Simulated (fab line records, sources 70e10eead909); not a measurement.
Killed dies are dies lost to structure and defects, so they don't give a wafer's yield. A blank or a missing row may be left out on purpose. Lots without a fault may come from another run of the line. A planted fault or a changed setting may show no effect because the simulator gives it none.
fab line records | flow nand_harc
record lots=6 wafers=16 last_day=25
route steps=1159 shown A_SOURCE_PLATE@414 A_ONON_D1@424
lots that met no fault: from a run of the same line without faults
start_h: hours from the record's first day to the start of the lot's first wafer shown | wait_h: hours since the lot's step before | " the same as in the row above | L1.1+2: a row that stands for several wafers | - no value, or no start given | * or withheld: withheld | < > ~ a bound
route shown NAME@n: a module of which the file shows steps, and the number in the route of the first | usual: mean/standard deviation of fault-free wafers | same: alike in all rows | chamber/n: place in a boat | sites: the reading at each site | _std_site: their standard deviation | _edge_site: outer sites' mean less inner sites' | radius_mm: how far each site lies from the wafer's centre | mask NAME#n: copy n | behind: the tool/chamber that last shaped the wafer | hold: why the lot was held/for how many hours/how that ended | device: the transistor (n, p or np) that didn't switch | end of line: the same wafers' tests at the end of the route | a step without rows: its recipe alone | killed: dies lost to structure and defects at the first sort, not the wafer's yield | map: a wafer's dies, x killed, . not, _ none there
set.NAME: the setting as run; set.NAME@STEP: as run at that earlier step | model.NAME: the simulator's own value behind a step, which no gauge read
lots at some steps of the route; a table a step, a row a wafer
services: from which hour (start_h, from the record's first day; less than 0 if before it) a tool's chamber was out of use, for how many hours, and why
## steps
# step NHARC_A_SOURCE_PLATE_SRD_01
# step NHARC_A_SOURCE_PLATE_OXIDE_02
# recipe target_thk_a=100 temp_c=900 ox_time_s=1362 material=SiO2
# step NHARC_A_SOURCE_PLATE_THK_MEAS_09
# recipe thk_meas_gauge=ellipsometry
# usual thk_nm=9.6/0.94
# columns lot.wafer tool chamber start_h wait_h thk_nm
L918.1 film_metro-02 - 142.49 0.4 8.3
L918.3 " - " " 10.1
L918.4 " - " " 10.6
L921.2 film_metro-02 - 161.26 0.4 10.0
L921.5 " - " " 9.5
L921.6 " - " " 10.6
L927.2 film_metro-02 - 202.20 0.4 8.2
L927.3 " - " " 12.3
L929.2 film_metro-02 - 223.01 0.4 9.5
L929.3 " - " " 9.5
L933.1 film_metro-02 - 236.49 0.4 8.8
L933.2 " - " " 10.4
L933.5 " - " " 10.7
L941.3 film_metro-01 - 276.68 0.4 8.7
L941.5 " - " " 8.7
L941.6 " - " " 10.0
# step NHARC_A_SOURCE_PLATE_PVD_04
# recipe target_thk_a=500 material=WSi2
# step NHARC_A_SOURCE_PLATE_CVD_03
# recipe target_thk_a=2000 temp_c=620 pressure_mtorr=200 time_s=4000 material=poly-Si
# step NHARC_A_SOURCE_PLATE_ANNEAL_05
# recipe temp_c=850 time_s=1800
# step NHARC_A_SOURCE_PLATE_THK_MEAS_06
# recipe thk_meas_gauge=ellipsometry
# usual thk_nm=200.6/2.5
# columns lot.wafer tool chamber start_h wait_h thk_nm
L918.1 film_metro-01 - 157.96 0.4 204.4
L918.3 " - " " 204.1
L918.4 " - " " 204.5
L921.2 film_metro-01 - 175.09 0.4 199.6
L921.5 " - " " 199.5
L921.6 " - " " 198.9
L927.2 film_metro-01 - 215.24 0.4 200.5
L927.3 " - " " 198.5
L929.2 film_metro-01 - 237.51 0.4 200.8
L929.3 " - " " 198.7
L933.1 film_metro-01 - 251.32 0.4 205.4
L933.2 " - " " 200.7
L933.5 " - " " 204.4
L941.3 film_metro-02 - 292.15 0.4 200.4
L941.5 " - " " 202.9
L941.6 " - " " 201.2
# step NHARC_A_SOURCE_PLATE_INSPECT_08
# usual raw_defect_count=58/27
# columns lot.wafer tool chamber start_h wait_h raw_defect_count
L918.1 defect_inspect-01 - 158.04 0.0 47
L918.3 " - " " 35
L918.4 " - " " 32
L921.2 defect_inspect-02 - 175.16 0.0 66
L921.5 " - " " 46
L921.6 " - " " 34
L927.2 defect_inspect-02 - 215.30 0.0 34
L927.3 " - " " 51
L929.2 defect_inspect-02 - 237.58 0.0 38
L929.3 " - " " 95
L933.1 defect_inspect-02 - 251.39 0.0 104
L933.2 " - " " 90
L933.5 " - " " 87
L941.3 defect_inspect-02 - 292.22 0.0 35
L941.5 " - " " 33
L941.6 " - " " 33
# step NHARC_A_ONON_D1_DEP_00
# recipe target_thk_a=10000 n2_flow_sccm=2750 n2o_flow_sccm=2000 nh3_flow_sccm=500 sih4_flow_sccm=210 temp_c=400
# step NHARC_A_ONON_D1_THK_MEAS_02
# recipe thk_meas_gauge=ellipsometry
# usual thk_nm=1003/7
# columns lot.wafer tool chamber start_h wait_h thk_nm
L918.1 film_metro-02 - 158.94 - 999
L918.3 " - " " 999
L918.4 " - " " 999
L921.2 film_metro-02 - 175.74 - 1000
L921.5 " - " " 1000
L921.6 " - " " 1001
L927.2 film_metro-01 - 215.87 - 1003
L927.3 " - " " 1002
L929.2 film_metro-01 - 238.50 - 997
L929.3 " - " " 998
L933.1 film_metro-01 - 251.96 - 1003
L933.2 " - " " 1004
L933.5 " - " " 1004
L941.3 film_metro-02 - 292.79 - 1014
L941.5 " - " " 1014
L941.6 " - " " 1014
# step NHARC_A_ONON_D1_DEP_03
# recipe target_thk_a=10000 n2_flow_sccm=2750 n2o_flow_sccm=2000 nh3_flow_sccm=500 sih4_flow_sccm=210 temp_c=400
# columns lot.wafer tool chamber start_h wait_h
L918.1+3+4 pecvd_onon-04 0 159.13 0.2
L921.2+5+6 pecvd_onon-03 0 175.85 0.1
L927.2+3 pecvd_onon-03 0 215.99 0.1
L929.2+3 pecvd_onon-03 0 238.62 0.1
L933.1+2+5 pecvd_onon-04 0 252.02 0.1
L941.3+5+6 pecvd_onon-04 0 292.96 0.2
# step NHARC_A_ONON_D1_THK_MEAS_05
# recipe thk_meas_gauge=ellipsometry
# usual thk_nm=1002/11
# columns lot.wafer tool chamber start_h wait_h thk_nm
L918.1 film_metro-02 - 159.64 - 998
L918.3 " - " " 998
L918.4 " - " " 999
L921.2 film_metro-01 - 176.30 - 994
L921.5 " - " " 993
L921.6 " - " " 992
L927.2 film_metro-01 - 216.44 - 1534
L927.3 " - " " 1022
L929.2 film_metro-01 - 239.08 - 1514
L929.3 " - " " 1001
L933.1 film_metro-02 - 252.52 - 994
L933.2 " - " " 996
L933.5 " - " " 993
L941.3 film_metro-02 - 293.36 - 997
L941.5 " - " " 1000
L941.6 " - " " 1000
# step NHARC_A_ONON_D1_DEP_06
# recipe target_thk_a=10000 n2_flow_sccm=2750 n2o_flow_sccm=2000 nh3_flow_sccm=500 sih4_flow_sccm=210 temp_c=400
## services
# columns tool chamber start_h hours kind
pecvd_onon-03 - 153.00 13.0 pm
pecvd_onon-04 - 237.00 13.0 pm
## key
first_sign step=NHARC_A_ONON_D1_THK_MEAS_05 reading=thk_nm direction=up sigmas=48 usual=1002 struck=1524
effect none on later readings
met_at NHARC_A_ONON_D1_DEP_03
struck_wafers L927.2,L929.2
later_rows_left_out L927.2,L929.2
sort_left_out L927.2,L929.2
tester_left_out L927,L929
onset_between 175.85 215.99
fault kind=process_parameter_drift tool=pecvd_onon-03 chamber=- onset_h=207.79 steps=NHARC_A_ONON_D1_DEP_03 channel=target_thk_a offset=* shape=step end_h=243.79 scope=struck_wafers_only acts_in=* stated=*
# tester_left_out: of these lots the tester's yield and bins aren't shown, on N5 and GAA mostly nor the transistor test; their killed dies are dies lost to structure and defects alone, not to doping, threshold or leakage, so they don't give the yield
# sort_left_out: the simulated sort isn't trusted on such a fault, so these wafers' sort isn't shown, and their yield isn't known
# later_rows_left_out: the simulator's readings of these wafers behind a module that went badly wrong aren't trusted and aren't shown, but for the sort
